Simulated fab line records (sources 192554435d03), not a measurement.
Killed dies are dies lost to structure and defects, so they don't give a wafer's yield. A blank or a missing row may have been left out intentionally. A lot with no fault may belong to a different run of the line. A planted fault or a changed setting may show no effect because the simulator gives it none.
Which tool is to blame? + flow n5 finfet + Sampling: 24 lots, 72 wafers, 6 of 1938 route steps

## WHAT THE GAUGES READ, wafer by wafer
N5_BEOL_M10_THK_MEAS_01. Usual: M10_ILD_THK typically reads 268 nm, with standard deviation 3.5.
| lot  | measured     | on            | M10_ILD_THK (nm) | flag |
|------|--------------|---------------|------------------|------|
| L074 | day 11 12:44 | film metro-01 | 272 273 275      |      |
| L075 | day 12 20:32 | film metro-01 | 268 265 269      |      |
| L076 | day 13 02:49 | film metro-02 | 262 267 268      |      |
| L077 | day 13 11:10 | film metro-01 | 270 266 271      |      |
| L078 | day 13 20:33 | film metro-01 | 267 266 273      |      |
| L080 | day 14 03:25 | film metro-02 | 267 263 269      |      |
| L081 | day 14 08:25 | film metro-01 | 265 264 269      |      |
| L083 | day 14 12:19 | film metro-01 | 265 269 269      |      |
| L082 | day 14 16:40 | film metro-02 | 266 267 272      |      |
| L084 | day 14 18:53 | film metro-01 | 261 264 266      |      |
| L085 | day 15 06:01 | film metro-01 | 269 271 271      |      |
| L086 | day 15 07:50 | film metro-02 | 274 269 276      |      |
| L092 | day 15 08:22 | film metro-01 | 264 264 271      |      |
| L088 | day 15 21:14 | film metro-02 | 267 272 274      |      |
| L087 | day 16 01:46 | film metro-01 | 263 271 270      |      |
| L089 | day 16 04:37 | film metro-02 | 268 273 271      |      |
| L090 | day 16 06:14 | film metro-01 | 270 273 271      |      |
| L091 | day 16 12:50 | film metro-01 | 266 265 271      |      |
| L093 | day 16 13:53 | film metro-01 | 270 273 272      |      |
| L097 | day 17 19:15 | film metro-02 | 267 270 272      |      |
| L096 | day 17 19:36 | film metro-01 | 267 270 272      |      |
| L079 | day 17 20:21 | film metro-01 | 268 268 274      |      |
| L094 | day 18 13:25 | film metro-01 | 263 261 266      |      |
| L095 | day 18 19:37 | film metro-02 | 262 267 265      |      |

N5_BEOL_M10_OVL_MEAS_12. Usual: M10_OVL typically reads 0.3 nm, with standard deviation 0.81.
| lot  | measured     | on         | M10_OVL (nm)   | flag |
|------|--------------|------------|----------------|------|
| L074 | day 11 15:13 | overlay-02 | 0.6 1.1 0.1    |      |
| L075 | day 12 23:32 | overlay-01 | 0.2 -1.0 -0.4  |      |
| L076 | day 13 04:15 | overlay-02 | 0.6 1.3 0.7    |      |
| L077 | day 13 12:56 | overlay-02 | -0.2 -0.5 -1.3 |      |
| L078 | day 13 21:44 | overlay-02 | -0.8 -0.3 -0.4 |      |
| L080 | day 14 05:19 | overlay-02 | 0.8 0.4 -0.2   |      |
| L081 | day 14 09:43 | overlay-01 | 0.4 0.0 1.3    |      |
| L083 | day 14 15:05 | overlay-01 | 1.9 -0.1 1.4   |      |
| L082 | day 14 18:26 | overlay-01 | 0.9 1.2 1.5    |      |
| L084 | day 14 19:59 | overlay-02 | -0.5 -0.4 0.6  |      |
| L085 | day 15 07:31 | overlay-01 | 0.4 -0.4 0.7   |      |
| L086 | day 15 08:28 | overlay-01 | -0.2 1.0 0.7   |      |
| L092 | day 15 08:59 | overlay-01 | -0.3 0.0 -0.4  |      |
| L088 | day 15 22:58 | overlay-02 | -0.3 -0.7 -0.1 |      |
| L087 | day 16 04:01 | overlay-01 | -0.5 0.2 -0.2  |      |
| L089 | day 16 10:02 | overlay-01 | 0.7 -0.2 0.3   |      |
| L090 | day 16 10:14 | overlay-02 | 0.4 1.7 0.9    |      |
| L091 | day 16 13:33 | overlay-01 | 1.3 0.7 0.0    |      |
| L093 | day 16 15:24 | overlay-02 | 1.5 0.4 0.6    |      |
| L097 | day 17 21:39 | overlay-02 | 0.5 0.0 -0.1   |      |
| L096 | day 17 22:05 | overlay-02 | 1.0 -0.6 0.6   |      |
| L079 | day 17 22:15 | overlay-01 | -1.4 0.0 0.8   |      |
| L094 | day 18 17:13 | overlay-01 | 0.3 -0.4 0.0   |      |
| L095 | day 18 21:21 | overlay-01 | 1.1 1.2 0.4    |      |

N5_BEOL_M10_INSPECT_13: inspects for defects (brightfield). Usual: raw defect count 450, standard deviation 110.
| lot  | measured     | on                | raw defect count | flag |
|------|--------------|-------------------|------------------|------|
| L074 | day 11 15:14 | defect inspect-02 | 272 439 524      |      |
| L075 | day 12 23:34 | defect inspect-02 | 355 310 313      |      |
| L076 | day 13 04:16 | defect inspect-01 | 368 608 574      |      |
| L077 | day 13 12:57 | defect inspect-01 | 503 446 613      |      |
| L078 | day 13 21:45 | defect inspect-01 | 372 339 401      |      |
| L080 | day 14 05:20 | defect inspect-01 | 486 463 439      |      |
| L081 | day 14 09:44 | defect inspect-01 | 498 472 449      |      |
| L083 | day 14 15:06 | defect inspect-01 | 311 334 354      |      |
| L082 | day 14 18:28 | defect inspect-01 | 346 525 343      |      |
| L084 | day 14 20:00 | defect inspect-02 | 427 305 377      |      |
| L085 | day 15 07:33 | defect inspect-01 | 700 661 579      |      |
| L086 | day 15 08:29 | defect inspect-02 | 539 541 552      |      |
| L092 | day 15 09:01 | defect inspect-02 | 234 264 358      |      |
| L088 | day 15 22:59 | defect inspect-01 | 541 556 421      |      |
| L087 | day 16 04:02 | defect inspect-01 | 411 643 589      |      |
| L089 | day 16 10:04 | defect inspect-01 | 399 522 422      |      |
| L090 | day 16 10:16 | defect inspect-02 | 450 582 438      |      |
| L091 | day 16 13:35 | defect inspect-02 | 427 571 500      |      |
| L093 | day 16 15:26 | defect inspect-01 | 527 533 450      |      |
| L097 | day 17 21:40 | defect inspect-01 | 447 401 369      |      |
| L096 | day 17 22:07 | defect inspect-01 | 672 305 535      |      |
| L079 | day 17 22:16 | defect inspect-01 | 275 435 368      |      |
| L094 | day 18 17:14 | defect inspect-01 | 428 587 416      |      |
| L095 | day 18 21:22 | defect inspect-01 | 529 359 414      |      |

N5_BEOL_M10_INSPECT_30: inspects for defects (brightfield). Usual: raw defect count 443, standard deviation 110.
| lot  | measured     | on                | raw defect count | flag |
|------|--------------|-------------------|------------------|------|
| L074 | day 11 17:44 | defect inspect-02 | 271 449 543      |      |
| L075 | day 13 02:26 | defect inspect-02 | 348 335 316      |      |
| L076 | day 13 07:04 | defect inspect-02 | 328 558 526      |      |
| L077 | day 13 14:01 | defect inspect-01 | 513 472 653      |      |
| L078 | day 13 23:46 | defect inspect-02 | 338 315 347      |      |
| L080 | day 14 08:43 | defect inspect-01 | 467 469 438      |      |
| L081 | day 14 10:42 | defect inspect-01 | 508 482 445      |      |
| L083 | day 14 16:41 | defect inspect-02 | 290 318 326      |      |
| L082 | day 14 19:46 | defect inspect-01 | 352 527 353      |      |
| L084 | day 14 22:37 | defect inspect-01 | 451 325 432      |      |
| L085 | day 15 10:18 | defect inspect-01 | 745 676 569      |      |
| L086 | day 15 09:58 | defect inspect-02 | 535 584 539      |      |
| L092 | day 15 10:08 | defect inspect-02 | 226 273 383      |      |
| L088 | day 16 00:11 | defect inspect-01 | 557 562 421      |      |
| L087 | day 16 09:08 | defect inspect-01 | 412 642 568      |      |
| L089 | day 16 11:02 | defect inspect-02 | 360 473 398      |      |
| L090 | day 16 11:23 | defect inspect-02 | 436 615 433      |      |
| L091 | day 16 14:33 | defect inspect-01 | 503 601 537      |      |
| L093 | day 16 18:31 | defect inspect-02 | 484 491 385      |      |
| L097 | day 17 23:36 | defect inspect-02 | 409 365 358      |      |
| L096 | day 17 23:47 | defect inspect-02 | 626 290 490      |      |
| L079 | day 17 23:44 | defect inspect-02 | 253 396 327      |      |
| L094 | day 18 20:10 | defect inspect-01 | 435 595 420      |      |
| L095 | day 19 00:17 | defect inspect-01 | 513 366 431      |      |

## WHICH TOOL RAN EACH LOT (tool, then ch and the chambers of the sampled wafers, then the start)
| lot  | N5_BEOL_M10_STRIP_67               | N5_BEOL_M10_HM_OPEN_17            |
|------|------------------------------------|-----------------------------------|
| L074 | rie diel-04 ch 2,3, day 11 15:53   | rie metal-01 ch 0,1, day 11 15:58 |
| L075 | rie diel-02 ch 1,2, day 12 23:49   | rie metal-02 ch 0,1, day 12 23:52 |
| L076 | rie diel-05 ch 2,3, day 13 04:40   | rie metal-02 ch 1, day 13 04:42   |
| L077 | rie diel-04 ch 2,3, day 13 13:13   | rie metal-02 ch 0,1, day 13 13:16 |
| L078 | rie diel-02 ch 0,2,3, day 13 22:01 | rie metal-02 ch 0,1, day 13 22:04 |
| L080 | rie diel-04 ch 0,3, day 14 05:37   | rie metal-01 ch 0,1, day 14 05:39 |
| L081 | rie diel-02 ch 0,1,3, day 14 10:01 | rie metal-03 ch 0,1, day 14 10:03 |
| L083 | rie diel-02 ch 2,3, day 14 15:22   | rie metal-02 ch 0,1, day 14 15:25 |
| L082 | rie diel-04 ch 0,1,2, day 14 18:47 | rie metal-03 ch 0,1, day 14 18:52 |
| L084 | rie diel-05 ch 0,1, day 14 20:17   | rie metal-02 ch 0,1, day 14 20:22 |
| L085 | rie diel-02 ch 0,1,3, day 15 07:55 | rie metal-03 ch 0,1, day 15 07:59 |
| L086 | rie diel-04 ch 2,3, day 15 08:45   | rie metal-03 ch 0,1, day 15 08:47 |
| L092 | rie diel-05 ch 0,3, day 15 09:17   | rie metal-03 ch 0,1, day 15 09:19 |
| L088 | rie diel-04 ch 2,3, day 15 23:22   | rie metal-01 ch 0,1, day 15 23:26 |
| L087 | rie diel-02 ch 0,1,3, day 16 04:27 | rie metal-01 ch 0,1, day 16 04:31 |
| L089 | rie diel-05 ch 1,2,3, day 16 10:28 | rie metal-02 ch 0,1, day 16 10:31 |
| L090 | rie diel-04 ch 0,1, day 16 10:38   | rie metal-01 ch 0,1, day 16 10:41 |
| L091 | rie diel-02 ch 0,1, day 16 13:50   | rie metal-01 ch 0,1, day 16 13:53 |
| L093 | rie diel-05 ch 0,1, day 16 15:41   | rie metal-03 ch 0,1, day 16 15:50 |
| L097 | rie diel-04 ch 0,2, day 17 21:56   | rie metal-01 ch 0,1, day 17 21:59 |
| L096 | rie diel-04 ch 2,3, day 17 22:23   | rie metal-03 ch 1, day 17 22:25   |
| L079 | rie diel-02 ch 0,3, day 17 22:38   | rie metal-01 ch 0,1, day 17 22:41 |
| L094 | rie diel-05 ch 0,1, day 18 17:37   | rie metal-03 ch 0,1, day 18 17:39 |
| L095 | rie diel-02 ch 1,3, day 18 22:02   | rie metal-02 ch 0,1, day 18 22:04 |
- N5_BEOL_M10_STRIP_67: strips in CF4.
- N5_BEOL_M10_HM_OPEN_17: chemistry Cl2/BCl3, target TiN, target depth 20 nm, overetch 6 nm.

## AS READ BY THE TOOLS THEMSELVES (means over the sampled wafers that have a number; for cases with no such wafer, the mark the record gives instead)
N5_BEOL_M10_STRIP_67. Usual: drypump motor current A 5.8 A, standard deviation 0.42; oes product au 0.80 a.u., standard deviation 0.097; rf vpp V 271.2 V, standard deviation 1.1; showerhead plenum p Torr 1.79 Torr, standard deviation 0.032; throttle valve pct 13.52 %, standard deviation 0.26.
| lot  | tool        | drypump motor current A (A) | oes product au (a.u.) | rf vpp V (V) | showerhead plenum p Torr (Torr) | throttle valve pct (%) | flag |
|------|-------------|-----------------------------|-----------------------|--------------|---------------------------------|------------------------|------|
| L074 | rie diel-04 | 5.7                         | 0.69                  | 270.7        | 1.82                            | 13.82                  |      |
| L075 | rie diel-02 | 5.1                         | 0.70                  | 270.8        | 1.78                            | 13.89                  |      |
| L076 | rie diel-05 | 5.6                         | 0.71                  | 272.3        | 1.82                            | 13.63                  |      |
| L077 | rie diel-04 | 5.9                         | 0.79                  | 271.7        | 1.79                            | 13.61                  |      |
| L078 | rie diel-02 | 5.6                         | 0.80                  | 271.5        | 1.80                            | 13.61                  |      |
| L080 | rie diel-04 | 5.6                         | 0.92                  | 271.2        | 1.81                            | 13.29                  |      |
| L081 | rie diel-02 | 5.9                         | 0.80                  | 271.2        | 1.80                            | 13.57                  |      |
| L083 | rie diel-02 | 5.5                         | 0.84                  | 271.9        | 1.81                            | 13.53                  |      |
| L082 | rie diel-04 | 5.8                         | 0.85                  | 270.0        | 1.79                            | 13.35                  |      |
| L084 | rie diel-05 | 6.2                         | 0.74                  | 270.2        | 1.77                            | 13.61                  |      |
| L085 | rie diel-02 | 5.9                         | 0.79                  | 271.6        | 1.80                            | 13.59                  |      |
| L086 | rie diel-04 | 5.9                         | 0.77                  | 270.9        | 1.79                            | 13.64                  |      |
| L092 | rie diel-05 | 5.7                         | 0.70                  | 272.6        | 1.82                            | 13.72                  |      |
| L088 | rie diel-04 | 5.6                         | 0.83                  | 271.0        | 1.82                            | 13.52                  |      |
| L087 | rie diel-02 | 5.9                         | 0.78                  | 271.3        | 1.80                            | 13.62                  |      |
| L089 | rie diel-05 | 5.8                         | 0.81                  | 271.1        | 1.78                            | 13.41                  |      |
| L090 | rie diel-04 | 5.5                         | 0.89                  | 271.6        | 1.81                            | 13.17                  |      |
| L091 | rie diel-02 | 6.1                         | 0.74                  | 271.3        | 1.79                            | 13.70                  |      |
| L093 | rie diel-05 | 6.2                         | 0.72                  | 269.4        | 1.77                            | 13.65                  |      |
| L097 | rie diel-04 | 6.2                         | 0.91                  | 270.7        | 1.76                            | 13.23                  |      |
| L096 | rie diel-04 | 5.6                         | 0.89                  | 272.2        | 1.81                            | 13.38                  |      |
| L079 | rie diel-02 | 6.1                         | 0.79                  | 271.9        | 1.80                            | 13.56                  |      |
| L094 | rie diel-05 | 6.2                         | 0.71                  | 270.3        | 1.76                            | 13.70                  |      |
| L095 | rie diel-02 | 5.8                         | 0.88                  | 272.0        | 1.80                            | 13.37                  |      |

N5_BEOL_M10_HM_OPEN_17. Usual: drypump motor current A 6.1 A, standard deviation 0.41; he backside leak sccm 3.36 sccm, standard deviation 0.22; oes product au 0.69 a.u., standard deviation 0.039; throttle valve pct 22.11 %, standard deviation 0.068.
| lot  | tool         | drypump motor current A (A) | he backside leak sccm (sccm) | oes product au (a.u.) | throttle valve pct (%) | flag |
|------|--------------|-----------------------------|------------------------------|-----------------------|------------------------|------|
| L074 | rie metal-01 | 6.4                         | 3.34                         | 0.67                  | 22.13                  |      |
| L075 | rie metal-02 | 5.8                         | 3.28                         | 0.74                  | 22.07                  |      |
| L076 | rie metal-02 | 5.6                         | 3.48                         | 0.72                  | 22.12                  |      |
| L077 | rie metal-02 | 5.8                         | 3.24                         | 0.73                  | 22.07                  |      |
| L078 | rie metal-02 | 5.8                         | 3.18                         | 0.73                  | 22.09                  |      |
| L080 | rie metal-01 | 6.3                         | 3.50                         | 0.66                  | 22.09                  |      |
| L081 | rie metal-03 | 6.0                         | 3.32                         | 0.70                  | 22.10                  |      |
| L083 | rie metal-02 | 5.8                         | 3.34                         | 0.72                  | 22.08                  |      |
| L082 | rie metal-03 | 6.2                         | 3.84                         | 0.71                  | 22.14                  |      |
| L084 | rie metal-02 | 6.2                         | 3.13                         | 0.73                  | 22.05                  |      |
| L085 | rie metal-03 | 6.2                         | 3.32                         | 0.72                  | 22.14                  |      |
| L086 | rie metal-03 | 6.0                         | 3.30                         | 0.70                  | 22.10                  |      |
| L092 | rie metal-03 | 5.9                         | 3.33                         | 0.69                  | 22.11                  |      |
| L088 | rie metal-01 | 6.4                         | 3.42                         | 0.65                  | 22.15                  |      |
| L087 | rie metal-01 | 6.4                         | 3.41                         | 0.64                  | 22.15                  |      |
| L089 | rie metal-02 | 5.8                         | 3.39                         | 0.71                  | 22.09                  |      |
| L090 | rie metal-01 | 6.4                         | 3.29                         | 0.65                  | 22.15                  |      |
| L091 | rie metal-01 | 6.2                         | 3.44                         | 0.65                  | 22.09                  |      |
| L093 | rie metal-03 | 6.0                         | 3.43                         | 0.69                  | 22.11                  |      |
| L097 | rie metal-01 | 6.2                         | 3.50                         | 0.63                  | 22.13                  |      |
| L096 | rie metal-03 | 6.6                         | 3.56                         | 0.72                  | 22.18                  |      |
| L079 | rie metal-01 | 6.2                         | 3.51                         | 0.64                  | 22.12                  |      |
| L094 | rie metal-03 | 6.3                         | 3.48                         | 0.70                  | 22.15                  |      |
| L095 | rie metal-02 | 5.9                         | 3.38                         | 0.69                  | 22.10                  |      |

## THE ANSWER, worked out from the rows above alone
Rule: a lot counts as off when the mean over its wafers that have a number is more than 3 standard deviations away from the usual mean. A lot without any number at a reading at which 4 lots or more have one is off too. Any other lot the step has rows for is counted as sound. After the gauges, taken in route order, come the tools' own readings; for these a lot's mean is taken, as printed above. At the first step where some lot is off, the reading lying furthest off is the one used; lots without a number count as furthest.
No lot is off at any reading shown: from this, nothing can be told.

## WHAT THE SIMULATOR HAD PUT IN
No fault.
